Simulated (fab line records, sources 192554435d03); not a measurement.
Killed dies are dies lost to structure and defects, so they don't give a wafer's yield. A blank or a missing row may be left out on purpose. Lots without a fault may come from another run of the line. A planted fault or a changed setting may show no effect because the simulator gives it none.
Split-lot experiment | flow n5_finfet | 7 lots, 39 wafers read, on a route of 1938 steps

THE SPLIT
At N5_FIN_SAQP_MANDREL_ETCH_22 (etches a-Si in HBr/Cl2, stops on SiNx, target depth 60 nm, bt time 10 s, time 30 s), the setting target_depth_a was moved away from the recipe's 600 angstrom on 15 of the 39 wafers read, by -11.8% to +12.6%. The other wafers ran this setting at the recipe's value.

The reading is taken at the split's own step.

THE READING
SOC_of_FIN_SAQP_COAT_49.thk_nm (the simulator's own value, which no gauge read), in nm, at N5_FIN_SAQP_MANDREL_ETCH_22 (etches a-Si in HBr/Cl2, stops on SiNx, target depth 60 nm, bt time 10 s, time 30 s). The file gives no usual value for it. The 24 wafers here that ran the recipe average 76.15 nm, standard deviation 0.46 nm.

wafer  | tool, chamber at the split | target_depth_a as run, angstrom | against the recipe | SOC_of_FIN_SAQP_COAT_49.thk_nm, nm | against lot-mates on the recipe
L075.1 | rie_si-04, 3               | 649.4                           | +8.2%              | 73.84                              | -2.33
L075.2 | rie_si-04, 0               | 600                             | recipe             | 75.77                              | -
L075.3 | rie_si-04, 2               | 600                             | recipe             | 76.5                               | -
L075.4 | rie_si-04, 1               | 600                             | recipe             | 76.23                              | -
L075.5 | rie_si-04, 0               | 649.4                           | +8.2%              | 73.82                              | -2.35
L075.6 | rie_si-04, 1               | 649.4                           | +8.2%              | 74.33                              | -1.84
L080.1 | rie_si-02, 3,1             | 548.1                           | -8.6%              | 77.72                              | +2.34
L080.4 | rie_si-02, 3,1             | 548.1                           | -8.6%              | 77.72                              | +2.34
L080.2 | rie_si-02, 0               | 600                             | recipe             | 75.41                              | -
L080.3 | rie_si-02, 2               | 600                             | recipe             | 75.34                              | -
L080.5 | rie_si-02, 1               | 600                             | recipe             | 75.4                               | -
L080.6 | rie_si-02, 2               | 548.1                           | -8.6%              | 77.52                              | +2.14
L082.1 | rie_si-04, 1               | 675.5                           | +12.6%             | 73.44                              | -2.99
L082.2 | rie_si-04, 0               | 675.5                           | +12.6%             | 72.96                              | -3.47
L082.3 | rie_si-04, 3               | 675.5                           | +12.6%             | 73.07                              | -3.36
L082.4 | rie_si-04, 2               | 600                             | recipe             | 76.91                              | -
L082.5 | rie_si-04, 1               | 600                             | recipe             | 76.11                              | -
L082.6 | rie_si-04, 0               | 600                             | recipe             | 76.26                              | -
L087.1 | rie_si-05, 2               | 529.2                           | -11.8%             | 79.54                              | +2.95
L087.2 | rie_si-05, 3               | 529.2                           | -11.8%             | 78.96                              | +2.37
L087.3 | rie_si-05, 0               | 529.2                           | -11.8%             | 79.7                               | +3.11
L087.4 | rie_si-05, 0               | 600                             | recipe             | 77.09                              | -
L087.5 | rie_si-05, 2               | 600                             | recipe             | 76.84                              | -
L087.6 | rie_si-05, 3               | 600                             | recipe             | 75.84                              | -
L090.1 | rie_si-02, 0               | 600                             | recipe             | 76.38                              | -
L090.4 | rie_si-02, 3               | 600                             | recipe             | 76.11                              | -
L090.5 | rie_si-02, 3               | 600                             | recipe             | 76.35                              | -
L091.1 | rie_si-05, 2               | 600                             | recipe             | 76.12                              | -
L091.2 | rie_si-05, 1               | 600                             | recipe             | 75.86                              | -
L091.3 | rie_si-05, 3               | 600                             | recipe             | 75.82                              | -
L091.4 | rie_si-05, 0               | 600                             | recipe             | 76.52                              | -
L091.5 | rie_si-05, 1               | 600                             | recipe             | 75.81                              | -
L091.6 | rie_si-05, 2               | 600                             | recipe             | 76.15                              | -
L092.1 | rie_si-05, 2               | 600                             | recipe             | 76.55                              | -
L092.2 | rie_si-05, 3               | 636.1                           | +6.0%              | 74.24                              | -2.01
L092.3 | rie_si-05, 1               | 636.1                           | +6.0%              | 74.58                              | -1.67
L092.4 | rie_si-05, 0               | 600                             | recipe             | 75.79                              | -
L092.5 | rie_si-05, 2               | 600                             | recipe             | 76.41                              | -
L092.6 | rie_si-05, 3               | 636.1                           | +6.0%              | 73.86                              | -2.39
Where a row lists several chambers, the file gives one row for several wafers and doesn't say which wafer went through which chamber.

THE FIT
A straight line over all 39 wafers: SOC_of_FIN_SAQP_COAT_49.thk_nm changes by -0.248 nm for each +1% of target_depth_a; r = -0.96; the points scatter about the line by 0.46 nm.
The same after taking each lot's own level away (the mean of its wafers on the recipe; 39 wafers): -0.26 nm for each +1%; r = -0.98; scatter 0.32 nm.
On that fit, the largest move of target_depth_a shifts the reading by 3.3 nm.
The lots' own levels span 75.383 to 76.590 nm, that is 2.6 times the standard deviation above.
So the lot-to-lot level changes the slope little: the two slopes agree.
Check: with one of the wafers moved furthest among these (+12.6%) left out of the fit, the line predicts -3.37 nm for it against its lot-mates. It came out at -2.99 nm against them.

THE FILE'S OWN FIT
SOC_of_FIN_SAQP_COAT_49.thk_nm changes by -0.26 nm for each +1% of target_depth_a, r = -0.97.
